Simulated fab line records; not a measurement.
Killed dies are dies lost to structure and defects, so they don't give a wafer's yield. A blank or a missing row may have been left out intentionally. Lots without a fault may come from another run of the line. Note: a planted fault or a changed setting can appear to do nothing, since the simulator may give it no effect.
One fault seen from 2 desks ; flow n5 finfet ; every desk sees just its own numbers, and what lay behind them comes last

THE METROLOGY DESK
Means of the sampled wafers that have a number, per lot and without regard to the tool the lot ran on: this is what the gauges read. Marked OUT: a lot whose mean sits more than 4 standard deviations from the usual mean, which makes it out of limits; the brackets give that distance. Readings shown: 7 out of 12 (the first out of limits, and those lying furthest out on some lot).
Columns: A = DIBL_N at N5_BEOL_M4_RC_MEAS_101, usual 36.4 mV/V; B = IOFF_P at N5_BEOL_M4_RC_MEAS_101, usual 0.21 nA/um; C = ION_P at N5_BEOL_M4_RC_MEAS_101, usual 461 uA/um; D = SS_N at N5_BEOL_M4_RC_MEAS_101, usual 71.6 mV/dec; E = VT_P at N5_BEOL_M4_RC_MEAS_101, usual -250 mV; F = M9_THK at N5_BEOL_M9_THK_MEAS_53, usual 138.3 nm; G = M10_ILD_THK at N5_BEOL_M10_THK_MEAS_01, usual 269 nm
lot;first seen here;A;B;C;D;E;F;G
L588;day 8 07:10;37.3;0.24;459;71.7;-247;134.7;267
L590;day 9 00:22;36.4;0.24;466;71.6;-246;135.6;267
L594;day 9 20:26;35.8;0.23;464;71.7;-247;136.4;269
L598;day 10 23:44;36.4;0.23;464;71.4;-249;137.2;266
L599;day 11 15:20;36.3;0.24;469;71.3;-246;136.1;219 (-14) OUT
L604;day 11 22:14;36.0;0.18;455;71.3;-255;139.3;272
L606;day 12 22:25;38.9;0.25;463;71.7;-246;142.7;271
L607;day 13 15:14;35.4;0.20;457;71.0;-249;140.3;266
L609;day 13 18:05;38.1;0.25;463;71.7;-245;138.2;270
This desk reports L599 out of limits; the earliest was L599 at day 13 16:16 (M10_ILD_THK at N5_BEOL_M10_THK_MEAS_01). L588, L590, L594, L598, L604, L606, L607, L609: within limits.

THE TOOL OWNER'S DESK: pecvd-02
The tool's own readings at N5_BEOL_M10_ILD_DEP_00 (deposits SiCOH lowk from DEMS/porogen, target thk 308.51 nm, time 58 s): means of the sampled wafers that have a number, for each lot that ran on this tool. Marked OUT: a lot whose mean sits more than 4 standard deviations from the usual mean, which makes it out of limits; the brackets give that distance.
Columns: A = heater power w at N5_BEOL_M10_ILD_DEP_00, usual 335 W; B = rf fwd power W at N5_BEOL_M10_ILD_DEP_00, usual 495.7 W; C = run length s at N5_BEOL_M10_ILD_DEP_00, usual 100.8 s; D = showerhead plenum p Torr at N5_BEOL_M10_ILD_DEP_00, usual 5.729 Torr; E = susceptor temp C at N5_BEOL_M10_ILD_DEP_00, usual 300.00 C; F = throttle valve pct at N5_BEOL_M10_ILD_DEP_00, usual 13.7 %
lot;first seen here;A;B;C;D;E;F
L594;day 11 19:11;263;495.1;101.1;5.735;299.77;14.2
L598;day 12 21:20;303;495.6;101.4;5.742;299.81;14.0
L599;day 13 14:14;362;493.1;91.2 (-23) OUT;5.733;300.06;13.9
This desk finds L599 out of limits, L599 being first, at day 13 14:14 (run length s at N5_BEOL_M10_ILD_DEP_00). L594, L598: within limits.

ALL TOGETHER
On L599, at day 13 14:14, an alarm was possible from the tool owner's desk.
On L599, the metrology desk was in a position to raise an alarm at day 13 16:16.
On pecvd-02, each named lot ran N5_BEOL_M10_ILD_DEP_00.

WHAT THE SIMULATOR HAD PUT IN
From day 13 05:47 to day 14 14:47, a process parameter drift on pecvd-02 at N5_BEOL_M10_ILD_DEP_00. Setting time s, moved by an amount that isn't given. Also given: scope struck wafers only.
Struck lots among those shown: L599.
Time in hours from fault onset to the first out-of-limits reading at each desk: tool owner's desk 8, metrology desk 10.
